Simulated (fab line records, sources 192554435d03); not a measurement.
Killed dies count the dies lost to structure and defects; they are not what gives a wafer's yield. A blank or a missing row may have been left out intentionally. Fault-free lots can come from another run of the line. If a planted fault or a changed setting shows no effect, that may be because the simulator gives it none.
Struck lot and sound lot, side by side || flow n5_finfet || 24 out of 1938 route steps
Sound: wafers L951.4, L951.5, L951.6. Wafers struck: L961.2, L961.3, L961.6. The cause comes at the end.
At each step with rows: each side's tool, then ch and its chambers, then its first start. Under that, the readings that differ: sound wafers || struck wafers || difference of the means || sigmas: that difference in standard deviations of wafers without a fault.
alike: a reading whose means differ by less than 2 such deviations, as well as words and numbers matching on both sides. not compared: withheld readings; readings where some wafer has no value; bounds like >300 that might hide an equal value; numbers whose values overlap and for which the record gives no deviation.
A row with sigmas, a row that says differs or no value, or rows on one side alone: a step with any of these is where the two part. When numbers do not overlap yet have no deviation, they are printed without sigmas and do not part them. A reading that every wafer of one side lacks parts them only if that side has two wafers or more.

N5_BEOL_M6_INSPECT_13: inspects for defects (brightfield).
  sound: defect_inspect-02 at day 9 04:22; struck: defect_inspect-01 at day 12 13:26
{"reading": "raw_defect_count", "sound": "554 690 483", "struck": "431 322 339", "difference": -212, "sigmas": -3}
then, 1 step without rows for these wafers: N5_BEOL_M6_DESCUM_16 (chemistry O2, time 7.9 s).
N5_BEOL_M6_ETCH_61: etches SiARC in CF4, target depth 45.5 nm, time 75.8 s.
  sound on rie_diel-05 ch 0,1, day 9 05:08; struck on rie_diel-05 ch 0,1,3, day 12 13:53
  alike: drypump_motor_current_A, etch_rf_on_time_s, oes_product_au, rf_vpp_V, showerhead_plenum_p_Torr, throttle_valve_pct
  not compared: rf_hours_counter_h
N5_BEOL_M6_ETCH_62: etches SOC in N2/H2, target depth 110 nm, overetch 22 nm, time 165 s.
  sound on rie_diel-05 ch 0,1, day 9 05:12; struck on rie_diel-05 ch 0,1,3, day 12 13:56
  alike: drypump_motor_current_A, oes_product_au, rf_vpp_V, showerhead_plenum_p_Torr, throttle_valve_pct
  not compared: rf_hours_counter_h
then, 1 step without rows for these wafers: N5_BEOL_M6_STRIP_68 (strips in N2/H2).
N5_BEOL_M6_STRIP_67: strips in CF4.
  sound on rie_diel-05 ch 0,1, day 9 05:20; struck on rie_diel-05 ch 0,1,3, day 12 14:05
  alike: drypump_motor_current_A, oes_product_au, rf_vpp_V, showerhead_plenum_p_Torr, throttle_valve_pct
  not compared: rf_hours_counter_h
then, 1 step without rows for these wafers: N5_BEOL_M6_HM_OPEN_17 (chemistry Cl2/BCl3, target TiN, target depth 20 nm, overetch 6 nm).
N5_BEOL_M6_STRIP_19: strips in O2.
  sound on rie_diel-05 ch 1,2, day 9 05:35; struck on rie_diel-05 ch 1,3, day 12 14:14
  alike: drypump_motor_current_A, oes_product_au, rf_vpp_V, showerhead_plenum_p_Torr, throttle_valve_pct
  not compared: rf_hours_counter_h
N5_BEOL_M6_CD_MEAS_18: pitch 80 nm, target cd 40 nm.
  sound: cd_sem-01 at day 9 05:40; struck: cd_sem-03 at day 12 14:18
  alike: cd_nm
then, 3 steps without rows for these wafers: N5_BEOL_M6_COAT_63 (time 60 s, resist thk 60 nm); N5_BEOL_M6_COAT_64 (time 60 s, resist thk 12 nm); N5_BEOL_M6_COAT_71 (time 60 s, resist thk 5 nm).
N5_BEOL_M6_COAT_22: resist thk 30 nm.
  sound on litho_track-05 ch 0, day 9 05:43; struck on litho_track-05 ch 0, day 12 15:46
{"reading": "spin_speed_rpm (rpm)", "sound": "1499.2 1498.7 1500.3", "struck": "1439.1 1439.3 1440.6", "difference": -59.7, "sigmas": -54}
{"reading": "model.CAR-EUV_of_BEOL_M6_COAT_22.thk_nm (nm)", "sound": "30 30 30", "struck": "30.6 30.6 30.6", "difference": "+0.6", "sigmas": ""}
then, 5 steps without rows for these wafers: N5_BEOL_M6_EBR_24; N5_BEOL_M6_SOFTBAKE_23 (time 60 s); N5_BEOL_M6_EXPOSE_25 (exposes mask V5, target cd 40 nm); N5_BEOL_M6_PEB_26 (peb time 60 s); N5_BEOL_M6_DEVELOP_27 (develop time 30 s).
N5_BEOL_M6_CD_MEAS_28 targets a cd of 40 nm.
  sound on cd_sem-01 ch 0, day 9 05:58; struck on cd_sem-01 ch 0, day 12 16:02
  alike: cd_nm
N5_BEOL_M6_OVL_MEAS_29:
  sound on overlay-01 ch 0, day 9 06:01; struck on overlay-01 ch 0, day 12 16:04
  alike: V5_OVL
N5_BEOL_M6_INSPECT_30: inspects for defects (brightfield).
  sound: defect_inspect-01 at day 9 06:04; struck: defect_inspect-01 at day 12 16:07
{"reading": "raw_defect_count", "sound": "501 603 423", "struck": "408 318 315", "difference": -162, "sigmas": -2}
N5_BEOL_M6_DESCUM_33: chemistry O2, time 7 s.
  sound on rie_diel-02 ch 0,2,3, day 9 06:57; struck on rie_diel-05 ch 0,2,3, day 12 16:09
{"reading": "model.CAR-EUV_of_BEOL_M6_COAT_22.thk_nm (nm)", "sound": "26 26.2 26", "struck": "26.6 26.6 26.8", "difference": "+0.6", "sigmas": ""}
  alike: drypump_motor_current_A, oes_product_au, rf_vpp_V, showerhead_plenum_p_Torr, throttle_valve_pct
  not compared: rf_hours_counter_h
N5_BEOL_M6_ETCH_72: etches underlayer in N2/H2, target depth 6.5 nm, time 5.2 s.
  sound on rie_diel-02 ch 0,2,3, day 9 06:59; struck on rie_diel-05 ch 0,2,3, day 12 16:11
{"reading": "etch_rf_on_time_s (s)", "sound": "5.00 5.27 5.18", "struck": "5.44 5.37 5.47", "difference": "+0.28", "sigmas": "+2"}
  alike: drypump_motor_current_A, oes_product_au, rf_vpp_V, showerhead_plenum_p_Torr, throttle_valve_pct
  not compared: rf_hours_counter_h
-- here the record skips 3 days between the struck wafers' starts before and after, leaving off in module BEOL_M6 and picking up in module PASSIVATION (first step shown: number 1936 of the route) --
N5_PASSIVATION_PROBE_49:
  sound: prober-02 at day 12 11:55; struck: prober-02 at day 16 00:34
{"reading": "defect_limited_yield (%)", "sound": "93.0 91.7 93.1", "struck": "89.9 90.7 87.5", "difference": -3.2, "sigmas": -2}
{"reading": "killed_at_contacts", "sound": "14 5 7", "struck": "14 22 37", "difference": "+16", "sigmas": "+2"}
{"reading": "sort_bin_5_function (%)", "sound": "4.0 5.0 4.1", "struck": "6.5 6.0 6.6", "difference": "+2.0", "sigmas": "+2"}
{"reading": "sort_yield_pct (%)", "sound": "93.0 91.7 93.1", "struck": "89.9 90.7 87.5", "difference": -3.2, "sigmas": -2}
  alike: killed_at_M0_to_M3, killed_at_M4_up, killed_at_front_end, killed_at_other, killed_dies, killed_on_rim, killed_open, killed_short, sort_bin_6_memory, sort_n_pass

== WHERE THEY PART ==
First at N5_BEOL_M6_INSPECT_13; last, within this record, at N5_PASSIVATION_PROBE_49.

WHY: what had been put in by the simulator
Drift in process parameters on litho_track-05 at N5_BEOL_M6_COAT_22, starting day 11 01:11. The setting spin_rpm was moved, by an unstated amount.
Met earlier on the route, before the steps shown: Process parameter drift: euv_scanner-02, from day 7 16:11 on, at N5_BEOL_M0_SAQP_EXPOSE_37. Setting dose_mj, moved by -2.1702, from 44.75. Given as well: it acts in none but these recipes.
